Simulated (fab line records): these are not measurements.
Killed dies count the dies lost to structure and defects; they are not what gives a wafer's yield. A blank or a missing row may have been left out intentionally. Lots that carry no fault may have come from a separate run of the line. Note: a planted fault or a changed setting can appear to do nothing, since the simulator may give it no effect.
Chamber matching | flow n5 finfet | N5_BEOL_M3_PRE_CLEAN_60 on cvd co-01 has 3 sister chambers
The step time 15 s. 3 wafers are shown with their chamber, then 6 later ones without.

== EACH WAFER AND ITS CHAMBER ==
wafer  | chamber | heater power w (W)
L977.3 | 2       | 57
L977.5 | 0       | 93
L978.5 | 1       | 56

== WAFERS WHOSE CHAMBER IS MISSING ==
wafer  | heater power w (W)
L978.6 | 57
L983.4 | 57
L983.6 | 57
L985.1 | 97
L985.3 | 55
L985.4 | 56

== WHICH CHAMBER EACH ONE RAN IN ==
wafer  | from the rows above     | in truth
L978.6 | can't be placed: 2 or 1 | 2
L983.4 | can't be placed: 2 or 1 | 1
L983.6 | can't be placed: 2 or 1 | 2
L985.1 | 0                       | 0
L985.3 | can't be placed: 1 or 2 | 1
L985.4 | can't be placed: 1 or 2 | 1
Correctly placed: 1 of 6. Not placeable from these rows: 5 (in 5, the candidates include the true chamber). Placed wrongly: 0.
How it was worked out, from the rows above alone: a wafer's distance from a chamber is the root of the sum, over the readings, of the square of ((its reading less the chamber's mean) divided by the reading's scatter). If the next closest chamber is less than 2 further off than the closest, the wafer can't be placed; otherwise it belongs to the closest. Each chamber's mean is taken over the wafers shown for it. The scatter: with one shown wafer a chamber, the root of the mean of the squares of how far each hidden wafer lies from its nearest shown one.
